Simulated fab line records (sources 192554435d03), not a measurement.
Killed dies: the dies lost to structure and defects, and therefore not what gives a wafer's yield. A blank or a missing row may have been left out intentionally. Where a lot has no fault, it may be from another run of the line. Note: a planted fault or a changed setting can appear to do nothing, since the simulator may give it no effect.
Chamber matching ; flow n5-finfet ; N5_FIN_SAQP_ETCH_51 on rie-diel-02 has 4 sister chambers
The step etches SiARC in CF4, target depth 45.5 nm, time 75.8 s. 4 wafers are shown with their chamber, then 10 later ones without.

## WAFERS, EACH WITH ITS CHAMBER
wafer;chamber;drypump-motor-current-A (A)
L088.3;1;5.6
L088.5;3;4.7
L089.4;0;5.8
L089.5;2;5.7

## WAFERS WITH NO CHAMBER GIVEN
wafer;drypump-motor-current-A (A)
L089.6;5.6
L090.3;5.8
L090.5;5.8
L090.6;4.7
L095.1;4.8
L095.5;5.6
L095.6;4.7
L096.1;5.8
L096.2;5.7
L096.6;5.8

## WHICH CHAMBER EACH ONE RAN IN
wafer;from the rows above;in truth
L089.6;1;1
L090.3;0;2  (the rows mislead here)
L090.5;0;0
L090.6;3;3
L095.1;3;3
L095.5;1;1
L095.6;3;3
L096.1;0;0
L096.2;2;2
L096.6;0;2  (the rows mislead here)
Correctly placed: 8 of 10. Not placeable from these rows: 0. 2 placed wrongly.
How it was worked out, from the rows above alone: a wafer's distance from a chamber is the root of the sum, over the readings, of the square of ((its reading less the chamber's mean) divided by the reading's scatter). If the next closest chamber is less than 2 further off than the closest, the wafer can't be placed; otherwise it belongs to the closest. The mean given for a chamber averages the wafers shown for that chamber. The scatter (one wafer shown for each chamber): square how far every hidden wafer sits from the nearest shown wafer, average those squares and take the square root.
